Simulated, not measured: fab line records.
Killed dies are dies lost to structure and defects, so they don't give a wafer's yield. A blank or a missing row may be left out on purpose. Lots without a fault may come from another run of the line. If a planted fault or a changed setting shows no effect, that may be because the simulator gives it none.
The tool behind it: which one? + flow n5 finfet + 72 wafers from 24 lots sampled at 6 of the route's 1938 steps

== WHAT THE GAUGES READ, wafer by wafer ==
N5_BEOL_M0_SAQP_OVL_MEAS_15.
| lot  | measured     | on         | M0_CORE_OVL (nm) |
|------|--------------|------------|------------------|
| L074 | day 5 13:46  | overlay-02 | 1.2 0.1 0.6      |
| L075 | day 5 21:04  | overlay-02 | -0.6 0.2 -1.2    |
| L076 | day 6 02:04  | overlay-01 | -0.3 -0.3 -0.2   |
| L077 | day 6 05:26  | overlay-02 | -1.8 -0.4 -0.6   |
| L078 | day 6 11:48  | overlay-02 | -1.0 -0.1 -1.0   |
| L079 | day 6 17:12  | overlay-02 | -1.0 -0.6 -1.1   |
| L080 | day 6 22:08  | overlay-02 | 0.5 -0.8 -0.2    |
| L081 | day 7 05:02  | overlay-01 | -0.5 0.5 0.1     |
| L082 | day 7 17:19  | overlay-02 | -2.3 -0.9 -2.1   |
| L083 | day 7 17:47  | overlay-02 | -0.8 -0.6 -0.1   |
| L084 | day 8 06:18  | overlay-01 | 0.3 -0.1 0.2     |
| L085 | day 8 10:16  | overlay-02 | 0.5 -0.7 0.4     |
| L086 | day 8 14:33  | overlay-02 | 0.2 0.3 0.0      |
| L087 | day 9 01:38  | overlay-01 | 1.3 0.3 0.1      |
| L088 | day 9 06:52  | overlay-02 | 0.7 1.0 1.5      |
| L089 | day 9 10:51  | overlay-01 | 0.3 0.3 0.0      |
| L090 | day 9 13:31  | overlay-02 | 0.1 -0.9 -0.5    |
| L091 | day 9 21:23  | overlay-01 | 0.6 0.0 -1.2     |
| L092 | day 10 00:09 | overlay-02 | -0.9 -1.4 -1.1   |
| L093 | day 10 07:28 | overlay-01 | -0.3 -0.3 0.4    |
| L094 | day 10 10:53 | overlay-01 | 0.2 -0.2 -1.0    |
| L095 | day 10 14:51 | overlay-01 | -0.8 -0.8 -0.9   |
| L096 | day 10 21:29 | overlay-01 | -0.6 0.0 -0.6    |
| L097 | day 11 09:40 | overlay-02 | -1.0 -0.6 0.9    |

N5_BEOL_M0_INSPECT_127: inspects for defects (darkfield).
| lot  | measured     | on                | raw defect count |
|------|--------------|-------------------|------------------|
| L074 | day 6 02:02  | defect inspect-02 | 65 61 54         |
| L075 | day 6 08:17  | defect inspect-02 | 27 46 43         |
| L076 | day 6 14:27  | defect inspect-02 | 86 85 127        |
| L077 | day 6 18:17  | defect inspect-02 | 71 49 63         |
| L078 | day 6 23:04  | defect inspect-01 | 47 59 43         |
| L079 | day 7 10:34  | defect inspect-01 | 79 43 82         |
| L080 | day 7 12:58  | defect inspect-02 | 60 60 47         |
| L081 | day 7 17:19  | defect inspect-02 | 81 68 66         |
| L082 | day 8 05:44  | defect inspect-02 | 71 48 55         |
| L083 | day 8 05:31  | defect inspect-02 | 76 77 45         |
| L084 | day 8 21:53  | defect inspect-02 | 87 31 82         |
| L085 | day 9 01:01  | defect inspect-02 | 69 93 122        |
| L086 | day 9 02:58  | defect inspect-02 | 67 56 44         |
| L087 | day 9 13:03  | defect inspect-02 | 125 124 93       |
| L088 | day 10 00:43 | defect inspect-02 | 87 116 68        |
| L089 | day 10 01:44 | defect inspect-02 | 61 102 84        |
| L090 | day 10 04:43 | defect inspect-02 | 95 45 80         |
| L091 | day 10 18:07 | defect inspect-02 | 92 65 49         |
| L092 | day 10 09:52 | defect inspect-02 | 64 95 65         |
| L093 | day 10 20:55 | defect inspect-02 | 90 136 116       |
| L094 | day 10 22:41 | defect inspect-02 | 36 61 63         |
| L095 | day 11 02:25 | defect inspect-01 | 84 76 44         |
| L096 | day 11 09:58 | defect inspect-01 | 95 74 91         |
| L097 | day 12 01:55 | defect inspect-02 | 60 56 69         |

== WHICH TOOL RAN EACH LOT (tool, then ch and the chambers of the sampled wafers, then the start) ==
| lot  | N5_BEOL_M0_SAQP_ETCH_84            | N5_BEOL_M0_SAQP_HM_OPEN_112        | N5_BEOL_M0_SAQP_STRIP_108          | N5_BEOL_M0_SURFACE_TREAT_137 |
|------|------------------------------------|------------------------------------|------------------------------------|------------------------------|
| L074 | rie diel-05 ch 0,2,3, day 5 14:29  | rie diel-05 ch 0,2,3, day 5 14:35  | rie diel-05 ch 1,2,3, day 5 17:27  | pvd sputter-02, day 5 23:53  |
| L075 | rie diel-03 ch 1,2, day 5 21:12    | rie diel-03 ch 1,2, day 5 21:19    | rie diel-02 ch 1,2,3, day 5 23:31  | pvd sputter-03, day 6 05:46  |
| L076 | rie diel-05 ch 1,2,3, day 6 02:13  | rie diel-05 ch 1,2,3, day 6 02:19  | rie diel-02 ch 1,2,3, day 6 04:31  | pvd sputter-03, day 6 11:18  |
| L077 | rie diel-05 ch 0,1,2, day 6 06:02  | rie diel-05 ch 0,1,2, day 6 06:08  | rie diel-02 ch 0,2,3, day 6 08:21  | pvd sputter-03, day 6 16:19  |
| L078 | rie diel-05 ch 0,3, day 6 11:56    | rie diel-05 ch 0,3, day 6 12:03    | rie diel-02 ch 0,1,3, day 6 14:19  | pvd sputter-03, day 6 21:24  |
| L079 | rie diel-03 ch 0,2,3, day 6 17:22  | rie diel-03 ch 0,2,3, day 6 17:28  | rie diel-03 ch 0,1,3, day 6 20:10  | pvd sputter-01, day 7 08:52  |
| L080 | rie diel-05 ch 0,1,3, day 6 22:45  | rie diel-05 ch 0,1,3, day 6 22:52  | rie diel-02 ch 1,2,3, day 7 01:02  | pvd sputter-02, day 7 09:25  |
| L081 | rie diel-03 ch 0,1,3, day 7 05:17  | rie diel-03 ch 0,1,3, day 7 05:23  | rie diel-02 ch 0,1,2, day 7 07:51  | pvd sputter-02, day 7 15:36  |
| L082 | rie diel-03 ch 0,2,3, day 7 17:28  | rie diel-03 ch 0,2,3, day 7 17:35  | rie diel-02 ch 2,3, day 7 21:04    | pvd sputter-02, day 8 03:58  |
| L083 | rie diel-03 ch 0,2,3, day 7 17:56  | rie diel-03 ch 0,2,3, day 7 18:02  | rie diel-02 ch 0,1,3, day 7 21:29  | pvd sputter-02, day 8 03:51  |
| L084 | rie diel-03 ch 0,2, day 8 06:26    | rie diel-03 ch 0,2, day 8 06:33    | rie diel-05 ch 0,1,2, day 8 08:44  | pvd sputter-02, day 8 17:20  |
| L085 | rie diel-02 ch 1,2, day 8 10:25    | rie diel-02 ch 1,2, day 8 10:31    | rie diel-05 ch 0,2, day 8 14:01    | pvd sputter-03, day 8 23:20  |
| L086 | rie diel-02 ch 2,3, day 8 14:41    | rie diel-02 ch 2,3, day 8 14:48    | rie diel-02 ch 0,3, day 8 18:27    | pvd sputter-03, day 9 01:00  |
| L087 | rie diel-02 ch 0,2,3, day 9 02:05  | rie diel-02 ch 0,2,3, day 9 02:11  | rie diel-02 ch 0,2,3, day 9 04:25  | pvd sputter-02, day 9 11:19  |
| L088 | rie diel-02 ch 0,1,3, day 9 07:05  | rie diel-02 ch 0,1,3, day 9 07:11  | rie diel-02 ch 0,1,2, day 9 09:26  | pvd sputter-02, day 9 23:04  |
| L089 | rie diel-03 ch 1,2,3, day 9 11:01  | rie diel-03 ch 1,2,3, day 9 11:07  | rie diel-05 ch 2,3, day 9 13:27    | pvd sputter-03, day 10 00:08 |
| L090 | rie diel-02 ch 0,1,2, day 9 13:39  | rie diel-02 ch 0,1,2, day 9 13:45  | rie diel-05 ch 1,2,3, day 9 16:09  | pvd sputter-03, day 10 03:06 |
| L091 | rie diel-02 ch 0,2,3, day 9 21:32  | rie diel-02 ch 0,2,3, day 9 21:38  | rie diel-03 ch 2,3, day 10 00:44   | pvd sputter-02, day 10 16:28 |
| L092 | rie diel-03 ch 1,2, day 10 00:17   | rie diel-03 ch 1,2, day 10 00:24   | rie diel-05 ch 0,1,3, day 10 02:56 | pvd sputter-02, day 10 07:52 |
| L093 | rie diel-03 ch 0,1,3, day 10 08:03 | rie diel-03 ch 0,1,3, day 10 08:10 | rie diel-03 ch 0,3, day 10 10:20   | pvd sputter-02, day 10 18:58 |
| L094 | rie diel-03 ch 0,1,3, day 10 11:03 | rie diel-03 ch 0,1,3, day 10 11:10 | rie diel-02 ch 1,3, day 10 13:52   | pvd sputter-03, day 10 20:31 |
| L095 | rie diel-03 ch 1,3, day 10 14:59   | rie diel-03 ch 1,3, day 10 15:06   | rie diel-05 ch 1,3, day 10 18:23   | pvd sputter-02, day 11 00:32 |
| L096 | rie diel-02 ch 2,3, day 10 21:37   | rie diel-02 ch 2,3, day 10 21:44   | rie diel-03 ch 0,3, day 11 00:02   | pvd sputter-03, day 11 08:17 |
| L097 | rie diel-05 ch 0,1,3, day 11 10:10 | rie diel-05 ch 0,1,3, day 11 10:16 | rie diel-02 ch 1,2, day 11 13:04   | pvd sputter-03, day 11 23:58 |
- N5_BEOL_M0_SAQP_ETCH_84: etches SOC in N2/H2, target depth 100 nm, overetch 20 nm, time 150 s.
- N5_BEOL_M0_SAQP_HM_OPEN_112: chemistry CHF3/O2, target SiO2, stops on a-Si, target depth 12 nm, time 13.5 s.
- N5_BEOL_M0_SAQP_STRIP_108: strips in N2/H2.
- N5_BEOL_M0_SURFACE_TREAT_137

== AS READ BY THE TOOLS THEMSELVES (means over the sampled wafers that have a number; for cases with no such wafer, the mark the record gives instead) ==
N5_BEOL_M0_SAQP_ETCH_84.
| lot  | tool        | drypump motor current A (A) | oes product au (a.u.) | rf vpp V (V) | showerhead plenum p Torr (Torr) | temp c (C) | throttle valve pct (%) |
|------|-------------|-----------------------------|-----------------------|--------------|---------------------------------|------------|------------------------|
| L074 | rie diel-05 | 5.4                         | 0.63                  | 523.1        | 2.50                            | 40.10      | 17.78                  |
| L075 | rie diel-03 | 5.9                         | 0.62                  | 525.5        | 2.58                            | 39.90      | 17.73                  |
| L076 | rie diel-05 | 5.3                         | 0.68                  | 524.9        | 2.56                            | 40.08      | 17.59                  |
| L077 | rie diel-05 | 5.5                         | 0.68                  | 523.7        | 2.53                            | 39.97      | 17.72                  |
| L078 | rie diel-05 | 5.2                         | 0.63                  | 525.6        | 2.57                            | 39.94      | 17.74                  |
| L079 | rie diel-03 | 5.3                         | 0.68                  | 525.8        | 2.61                            | 40.10      | 17.71                  |
| L080 | rie diel-05 | 5.3                         | 0.68                  | 526.6        | 2.60                            | 39.94      | 17.67                  |
| L081 | rie diel-03 | 5.5                         | 0.67                  | 524.7        | 2.57                            | 40.06      | 17.68                  |
| L082 | rie diel-03 | 5.3                         | 0.67                  | 526.1        | 2.61                            | 39.94      | 17.72                  |
| L083 | rie diel-03 | 5.3                         | 0.67                  | 525.1        | 2.61                            | 39.86      | 17.72                  |
| L084 | rie diel-03 | 5.4                         | 0.62                  | 526.5        | 2.61                            | 39.96      | 17.77                  |
| L085 | rie diel-02 | 6.1                         | 0.69                  | 523.2        | 2.51                            | 40.07      | 17.77                  |
| L086 | rie diel-02 | 5.9                         | 0.66                  | 521.9        | 2.48                            | 39.87      | 17.66                  |
| L087 | rie diel-02 | 5.5                         | 0.65                  | 524.5        | 2.55                            | 40.08      | 17.68                  |
| L088 | rie diel-02 | 5.8                         | 0.65                  | 522.9        | 2.48                            | 39.99      | 17.70                  |
| L089 | rie diel-03 | 5.7                         | 0.73                  | 523.9        | 2.56                            | 40.13      | 17.58                  |
| L090 | rie diel-02 | 5.6                         | 0.66                  | 524.2        | 2.56                            | 40.06      | 17.73                  |
| L091 | rie diel-02 | 5.5                         | 0.64                  | 523.7        | 2.55                            | 39.97      | 17.68                  |
| L092 | rie diel-03 | 5.9                         | 0.68                  | 524.5        | 2.57                            | 40.02      | 17.62                  |
| L093 | rie diel-03 | 5.6                         | 0.73                  | 524.5        | 2.56                            | 40.02      | 17.56                  |
| L094 | rie diel-03 | 5.5                         | 0.73                  | 524.5        | 2.56                            | 40.05      | 17.57                  |
| L095 | rie diel-03 | 5.6                         | 0.75                  | 523.7        | 2.55                            | 39.89      | 17.55                  |
| L096 | rie diel-02 | 5.9                         | 0.65                  | 522.4        | 2.47                            | 39.92      | 17.70                  |
| L097 | rie diel-05 | 5.3                         | 0.73                  | 524.6        | 2.58                            | 39.99      | 17.60                  |

N5_BEOL_M0_SAQP_HM_OPEN_112.
| lot  | tool        | drypump motor current A (A) | oes_o_777_au (a.u.) | oes product au (a.u.) | rf vpp V (V) | showerhead plenum p Torr (Torr) | throttle valve pct (%) |
|------|-------------|-----------------------------|---------------------|-----------------------|--------------|---------------------------------|------------------------|
| L074 | rie diel-05 | 5.4                         | 0.71                | 0.45                  | 531          | 2.38                            | 18.90                  |
| L075 | rie diel-03 | 5.8                         | 0.68                | 0.45                  | 530          | 2.44                            | 18.69                  |
| L076 | rie diel-05 | 5.3                         | 0.77                | 0.49                  | 537          | 2.45                            | 18.76                  |
| L077 | rie diel-05 | 5.5                         | 0.77                | 0.50                  | 530          | 2.41                            | 18.83                  |
| L078 | rie diel-05 | 5.2                         | 0.71                | 0.47                  | 532          | 2.44                            | 18.90                  |
| L079 | rie diel-03 | 5.3                         | 0.74                | 0.50                  | 537          | 2.47                            | 18.71                  |
| L080 | rie diel-05 | 5.3                         | 0.76                | 0.50                  | 533          | 2.47                            | 18.82                  |
| L081 | rie diel-03 | 5.6                         | 0.74                | 0.49                  | 534          | 2.44                            | 18.73                  |
| L082 | rie diel-03 | 5.3                         | 0.74                | 0.49                  | 537          | 2.47                            | 18.71                  |
| L083 | rie diel-03 | 5.2                         | 0.73                | 0.48                  | 537          | 2.47                            | 18.72                  |
| L084 | rie diel-03 | 5.5                         | 0.68                | 0.45                  | 533          | 2.47                            | 18.74                  |
| L085 | rie diel-02 | 6.1                         | 0.76                | 0.50                  | 529          | 2.38                            | 18.84                  |
| L086 | rie diel-02 | 5.9                         | 0.73                | 0.48                  | 525          | 2.36                            | 18.80                  |
| L087 | rie diel-02 | 5.5                         | 0.72                | 0.47                  | 528          | 2.42                            | 18.69                  |
| L088 | rie diel-02 | 5.8                         | 0.74                | 0.48                  | 527          | 2.37                            | 18.84                  |
| L089 | rie diel-03 | 5.7                         | 0.80                | 0.53                  | 532          | 2.43                            | 18.60                  |
| L090 | rie diel-02 | 5.7                         | 0.73                | 0.48                  | 530          | 2.42                            | 18.73                  |
| L091 | rie diel-02 | 5.5                         | 0.72                | 0.46                  | 528          | 2.42                            | 18.72                  |
| L092 | rie diel-03 | 5.9                         | 0.75                | 0.50                  | 530          | 2.43                            | 18.60                  |
| L093 | rie diel-03 | 5.5                         | 0.81                | 0.53                  | 533          | 2.43                            | 18.62                  |
| L094 | rie diel-03 | 5.6                         | 0.81                | 0.54                  | 535          | 2.43                            | 18.64                  |
| L095 | rie diel-03 | 5.5                         | 0.83                | 0.55                  | 533          | 2.43                            | 18.61                  |
| L096 | rie diel-02 | 5.9                         | 0.72                | 0.47                  | 525          | 2.36                            | 18.83                  |
| L097 | rie diel-05 | 5.3                         | 0.82                | 0.53                  | 532          | 2.46                            | 18.75                  |

N5_BEOL_M0_SAQP_STRIP_108.
| lot  | tool        | drypump motor current A (A) | oes product au (a.u.) | rf vpp V (V) | showerhead plenum p Torr (Torr) | temp c (C) | throttle valve pct (%) |
|------|-------------|-----------------------------|-----------------------|--------------|---------------------------------|------------|------------------------|
| L074 | rie diel-05 | 5.3                         | 0.76                  | 122.9        | 3.39                            | 40.01      | 18.50                  |
| L075 | rie diel-02 | 6.0                         | 0.76                  | 120.9        | 3.30                            | 40.05      | 18.70                  |
| L076 | rie diel-02 | 6.0                         | 0.76                  | 121.7        | 3.30                            | 40.03      | 18.72                  |
| L077 | rie diel-02 | 5.5                         | 0.73                  | 122.0        | 3.38                            | 40.04      | 18.72                  |
| L078 | rie diel-02 | 5.8                         | 0.74                  | 121.7        | 3.29                            | 39.99      | 18.64                  |
| L079 | rie diel-03 | 5.5                         | 0.75                  | 122.4        | 3.39                            | 40.00      | 18.74                  |
| L080 | rie diel-02 | 6.0                         | 0.75                  | 121.8        | 3.30                            | 39.97      | 18.72                  |
| L081 | rie diel-02 | 5.7                         | 0.74                  | 122.0        | 3.39                            | 39.96      | 18.83                  |
| L082 | rie diel-02 | 5.7                         | 0.74                  | 121.0        | 3.38                            | 40.22      | 18.83                  |
| L083 | rie diel-02 | 5.8                         | 0.74                  | 122.1        | 3.29                            | 40.05      | 18.64                  |
| L084 | rie diel-05 | 5.5                         | 0.75                  | 121.7        | 3.34                            | 39.93      | 18.69                  |
| L085 | rie diel-05 | 5.6                         | 0.69                  | 120.3        | 3.26                            | 40.05      | 18.93                  |
| L086 | rie diel-02 | 5.4                         | 0.71                  | 121.9        | 3.36                            | 40.04      | 18.66                  |
| L087 | rie diel-02 | 5.5                         | 0.72                  | 121.4        | 3.36                            | 40.14      | 18.76                  |
| L088 | rie diel-02 | 5.7                         | 0.73                  | 122.3        | 3.38                            | 39.99      | 18.85                  |
| L089 | rie diel-05 | 5.2                         | 0.69                  | 121.4        | 3.33                            | 40.04      | 18.64                  |
| L090 | rie diel-05 | 5.3                         | 0.73                  | 121.4        | 3.37                            | 40.02      | 18.56                  |
| L091 | rie diel-03 | 5.3                         | 0.77                  | 122.7        | 3.42                            | 39.98      | 18.84                  |
| L092 | rie diel-05 | 5.4                         | 0.84                  | 122.6        | 3.42                            | 39.85      | 18.45                  |
| L093 | rie diel-03 | 5.2                         | 0.78                  | 122.3        | 3.42                            | 39.99      | 18.76                  |
| L094 | rie diel-02 | 6.3                         | 0.74                  | 120.3        | 3.20                            | 39.90      | 18.67                  |
| L095 | rie diel-05 | 5.2                         | 0.74                  | 122.0        | 3.45                            | 39.96      | 18.44                  |
| L096 | rie diel-03 | 5.1                         | 0.77                  | 122.6        | 3.42                            | 39.99      | 18.78                  |
| L097 | rie diel-02 | 6.1                         | 0.74                  | 121.6        | 3.29                            | 40.10      | 18.90                  |

== THE ANSWER, worked out from the rows above alone ==
Rule: what is usual is taken from the lots themselves. The widest of any qualifying gaps counts: lots, ordered by their means at a reading, are off when they make up no more than a third of the lots, leave a main group of 4 or more, and stand apart from it by 3 or more times the standard deviation of that group's means. A main group is skipped when, at the precision printed for the reading in the tables above, its means are all equal. A lot without any number at a reading at which 4 lots or more have one is off too. Any other lot the step has rows for is counted as sound. Order of review: gauges by route order, followed by the tools' own readings, for which a lot's mean as printed above is used. The first step at which some lot is off is used, and at that step the reading that is off furthest; a lot without a number counts as furthest.
No lot is off at any reading shown: from this, nothing can be told.

== WHAT HAD BEEN PUT IN BY THE SIMULATOR ==
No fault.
